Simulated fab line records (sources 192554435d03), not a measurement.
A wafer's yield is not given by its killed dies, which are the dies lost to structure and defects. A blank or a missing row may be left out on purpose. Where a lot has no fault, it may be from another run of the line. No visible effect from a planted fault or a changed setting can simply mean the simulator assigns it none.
Which tool did it? + flow n5 finfet + 23 lots, 69 wafers sampled, at 3 steps of a route of 1938

WHAT EACH GAUGE READ, for each wafer
N5_BEOL_M8_CD_MEAS_28: target cd 40 nm. Usual: cd nm at 40.05 nm, with a standard deviation of 0.22.
| lot  | measured     | on        | cd nm (nm)        | flag |
|------|--------------|-----------|-------------------|------|
| L075 | day 9 10:25  | cd sem-01 | 40.25 40.06 39.83 |      |
| L074 | day 9 09:52  | cd sem-03 | 40.45 40.19 40.20 |      |
| L077 | day 9 14:20  | cd sem-01 | 39.70 40.08 39.80 |      |
| L076 | day 9 14:36  | cd sem-02 | 40.06 39.97 40.07 |      |
| L078 | day 10 01:35 | cd sem-03 | 40.04 40.13 40.44 |      |
| L080 | day 10 07:58 | cd sem-03 | 40.09 40.04 40.27 |      |
| L079 | day 10 08:01 | cd sem-01 | 39.87 40.07 40.02 |      |
| L081 | day 10 11:02 | cd sem-01 | 39.92 40.05 40.51 |      |
| L082 | day 10 16:56 | cd sem-02 | 40.09 39.94 40.06 |      |
| L083 | day 11 18:22 | cd sem-03 | 40.50 40.52 40.18 |      |
| L086 | day 12 00:10 | cd sem-01 | 39.93 39.83 40.79 |      |
| L084 | day 12 00:00 | cd sem-02 | 40.28 39.96 39.91 |      |
| L085 | day 12 00:13 | cd sem-03 | 39.86 40.09 40.21 |      |
| L087 | day 12 10:25 | cd sem-03 | 40.40 40.17 40.10 |      |
| L088 | day 12 20:37 | cd sem-03 | 39.86 39.88 40.10 |      |
| L089 | day 12 22:46 | cd sem-02 | 40.08 40.10 39.76 |      |
| L091 | day 12 22:50 | cd sem-02 | 39.77 39.74 39.98 |      |
| L090 | day 13 00:30 | cd sem-02 | 39.65 40.30 40.33 |      |
| L093 | day 13 19:25 | cd sem-02 | 40.15 40.41 40.58 |      |
| L092 | day 14 04:22 | cd sem-03 | 40.29 39.92 40.25 |      |
| L094 | day 14 07:59 | cd sem-02 | 40.39 40.02 39.76 |      |
| L096 | day 15 12:27 | cd sem-03 | 39.92 39.83 40.02 |      |
| L097 | day 15 15:08 | cd sem-02 | 40.33 40.45 39.86 |      |

N5_BEOL_M8_OVL_MEAS_29. Usual: V7_OVL -0.3 nm, standard deviation 0.69.
| lot  | measured     | on         | V7_OVL (nm)    | flag |
|------|--------------|------------|----------------|------|
| L075 | day 9 10:28  | overlay-02 | 0.1 0.6 -0.6   |      |
| L074 | day 9 09:54  | overlay-02 | -0.6 0.7 0.0   |      |
| L077 | day 9 14:22  | overlay-02 | -0.5 0.1 -0.7  |      |
| L076 | day 9 14:38  | overlay-01 | -1.0 -0.7 -0.6 |      |
| L078 | day 10 01:37 | overlay-02 | -0.5 -1.5 -0.5 |      |
| L080 | day 10 08:00 | overlay-02 | -0.3 -0.9 -1.1 |      |
| L079 | day 10 08:03 | overlay-01 | 0.1 0.0 -0.1   |      |
| L081 | day 10 11:04 | overlay-01 | -0.5 -0.7 -0.9 |      |
| L082 | day 10 16:59 | overlay-01 | 0.0 -0.8 -0.8  |      |
| L083 | day 11 18:24 | overlay-01 | -0.6 1.1 1.3   |      |
| L086 | day 12 00:13 | overlay-01 | -0.3 -0.1 -0.1 |      |
| L084 | day 12 00:02 | overlay-02 | -0.1 -0.6 -0.6 |      |
| L085 | day 12 00:16 | overlay-02 | -0.2 0.7 1.4   |      |
| L087 | day 12 10:27 | overlay-02 | 1.2 0.2 0.0    |      |
| L088 | day 12 20:38 | overlay-01 | -1.6 -2.0 -0.8 |      |
| L089 | day 12 22:47 | overlay-02 | -0.3 -1.6 0.0  |      |
| L091 | day 12 22:52 | overlay-02 | -0.8 -0.6 -0.6 |      |
| L090 | day 13 00:32 | overlay-02 | -1.0 -0.8 -0.7 |      |
| L093 | day 13 19:27 | overlay-02 | -0.8 -0.7 0.1  |      |
| L092 | day 14 04:24 | overlay-02 | 1.1 -1.9 0.2   |      |
| L094 | day 14 08:01 | overlay-02 | -0.3 -0.3 -0.1 |      |
| L096 | day 15 12:29 | overlay-01 | -1.0 -1.0 -0.8 |      |
| L097 | day 15 15:10 | overlay-01 | -1.5 -0.2 -1.1 |      |

TOOL THAT RAN EACH LOT (tool first, then ch and the chambers of the sampled wafers, then the start)
| lot  | N5_BEOL_M8_ETCH_62                 |
|------|------------------------------------|
| L075 | rie diel-01 ch 0,1,3, day 9 06:34  |
| L074 | rie diel-03 ch 0,1,2, day 9 08:25  |
| L077 | rie diel-02 ch 0,2,3, day 9 11:17  |
| L076 | rie diel-02 ch 1,2,3, day 9 11:32  |
| L078 | rie diel-03 ch 0,1,2, day 10 00:53 |
| L080 | rie diel-02 ch 0,2,3, day 10 06:38 |
| L079 | rie diel-01 ch 1,2,3, day 10 06:52 |
| L081 | rie diel-02 ch 1,2,3, day 10 09:36 |
| L082 | rie diel-03 ch 0,1,3, day 10 16:16 |
| L083 | rie diel-02 ch 0,2,3, day 11 15:20 |
| L086 | rie diel-03 ch 0,2, day 11 19:52   |
| L084 | rie diel-03 ch 0,1,3, day 11 21:13 |
| L085 | rie diel-01 ch 2,3, day 11 21:59   |
| L087 | rie diel-01 ch 0,1,3, day 12 09:19 |
| L088 | rie diel-01 ch 1,2,3, day 12 19:35 |
| L089 | rie diel-02 ch 1,2, day 12 20:52   |
| L091 | rie diel-03 ch 0,2, day 12 21:35   |
| L090 | rie diel-03 ch 0,1, day 12 23:40   |
| L093 | rie diel-02 ch 0,1,2, day 13 18:36 |
| L092 | rie diel-03 ch 0,2,3, day 14 02:26 |
| L094 | rie diel-01 ch 2,3, day 14 06:22   |
| L096 | rie diel-03 ch 0,1,3, day 15 11:46 |
| L097 | rie diel-03 ch 1,3, day 15 12:37   |
- N5_BEOL_M8_ETCH_62: etches SOC in N2/H2, target depth 110 nm, overetch 22 nm, time 165 s.

AS READ BY THE TOOLS THEMSELVES (means over the sampled wafers that have a number; for cases with no such wafer, the mark the record gives instead)
N5_BEOL_M8_ETCH_62. Usual: for drypump motor current A, 5.9 A with a standard deviation of 0.44; for n2 flow sccm, 200.0 sccm with a standard deviation of 0.6; for oes product au, 0.69 a.u. with a standard deviation of 0.076; for rf fwd power W, 838.0 W with a standard deviation of 2.4; for rf vpp V, 523.8 V with a standard deviation of 2.5; for showerhead plenum p Torr, 2.54 Torr with a standard deviation of 0.084; for throttle valve pct, 17.66 % with a standard deviation of 0.22.
| lot  | tool        | drypump motor current A (A) | n2 flow sccm (sccm) | oes product au (a.u.) | rf fwd power W (W) | rf vpp V (V) | showerhead plenum p Torr (Torr) | throttle valve pct (%) | flag |
|------|-------------|-----------------------------|---------------------|-----------------------|--------------------|--------------|---------------------------------|------------------------|------|
| L075 | rie diel-01 | 6.1                         | 200.6               | 0.74                  | 838.0              | 524.5        | 2.59                            | 17.48                  |      |
| L074 | rie diel-03 | 6.2                         | 200.2               | 0.68                  | 840.9              | 523.1        | 2.52                            | 17.62                  |      |
| L077 | rie diel-02 | 5.7                         | 199.7               | 0.71                  | 836.0              | 525.2        | 2.57                            | 17.72                  |      |
| L076 | rie diel-02 | 5.4                         | 199.8               | 0.68                  | 836.0              | 523.5        | 2.52                            | 17.85                  |      |
| L078 | rie diel-03 | 6.2                         | 199.9               | 0.67                  | 839.6              | 523.6        | 2.51                            | 17.62                  |      |
| L080 | rie diel-02 | 5.7                         | 199.8               | 0.70                  | 837.4              | 523.8        | 2.57                            | 17.75                  |      |
| L079 | rie diel-01 | 5.9                         | 200.3               | 0.68                  | 837.7              | 525.1        | 2.56                            | 17.61                  |      |
| L081 | rie diel-02 | 5.4                         | 200.2               | 0.67                  | 837.8              | 522.8        | 2.52                            | 17.87                  |      |
| L082 | rie diel-03 | 6.1                         | 199.5               | 0.74                  | 837.2              | 524.6        | 2.54                            | 17.65                  |      |
| L083 | rie diel-02 | 5.7                         | 200.2               | 0.68                  | 839.1              | 524.7        | 2.56                            | 17.77                  |      |
| L086 | rie diel-03 | 6.3                         | 199.8               | 0.70                  | 838.4              | 521.0        | 2.46                            | 17.48                  |      |
| L084 | rie diel-03 | 6.1                         | 200.1               | 0.72                  | 836.4              | 522.9        | 2.54                            | 17.66                  |      |
| L085 | rie diel-01 | 5.8                         | 200.0               | 0.64                  | 837.3              | 524.5        | 2.57                            | 17.60                  |      |
| L087 | rie diel-01 | 6.1                         | 200.0               | 0.70                  | 835.6              | 524.9        | 2.58                            | 17.54                  |      |
| L088 | rie diel-01 | 5.9                         | 199.1               | 0.66                  | 835.0              | 524.6        | 2.55                            | 17.65                  |      |
| L089 | rie diel-02 | 5.4                         | 200.8               | 0.76                  | 839.0              | 526.1        | 2.63                            | 17.80                  |      |
| L091 | rie diel-03 | 6.3                         | 199.9               | 0.70                  | 838.2              | 521.8        | 2.46                            | 17.49                  |      |
| L090 | rie diel-03 | 6.0                         | 199.9               | 0.64                  | 838.3              | 525.0        | 2.57                            | 17.69                  |      |
| L093 | rie diel-02 | 5.3                         | 199.8               | 0.73                  | 839.7              | 525.7        | 2.61                            | 17.68                  |      |
| L092 | rie diel-03 | 6.3                         | 200.0               | 0.68                  | 836.9              | 521.7        | 2.46                            | 17.68                  |      |
| L094 | rie diel-01 | 6.0                         | 199.3               | 0.65                  | 836.0              | 525.5        | 2.62                            | 17.62                  |      |
| L096 | rie diel-03 | 6.1                         | 200.6               | 0.74                  | 838.4              | 523.1        | 2.52                            | 17.58                  |      |
| L097 | rie diel-03 | 6.1                         | 199.5               | 0.75                  | 838.7              | 523.5        | 2.53                            | 17.75                  |      |

THE ANSWER, worked out from the rows above alone
Rule: lot off if the mean of its wafers having a number is beyond 3 standard deviations from the usual mean. Also off: a lot with no number at a reading for which 4 or more lots have one. Any other lot the step has rows for is counted as sound. Order of review: gauges by route order, followed by the tools' own readings, for which a lot's mean as printed above is used. At the first step where some lot is off, the reading lying furthest off is the one used; lots without a number count as furthest.
Across all readings shown, no lot is off: no conclusion can be drawn from this.

WHAT THE SIMULATOR HAD INSERTED
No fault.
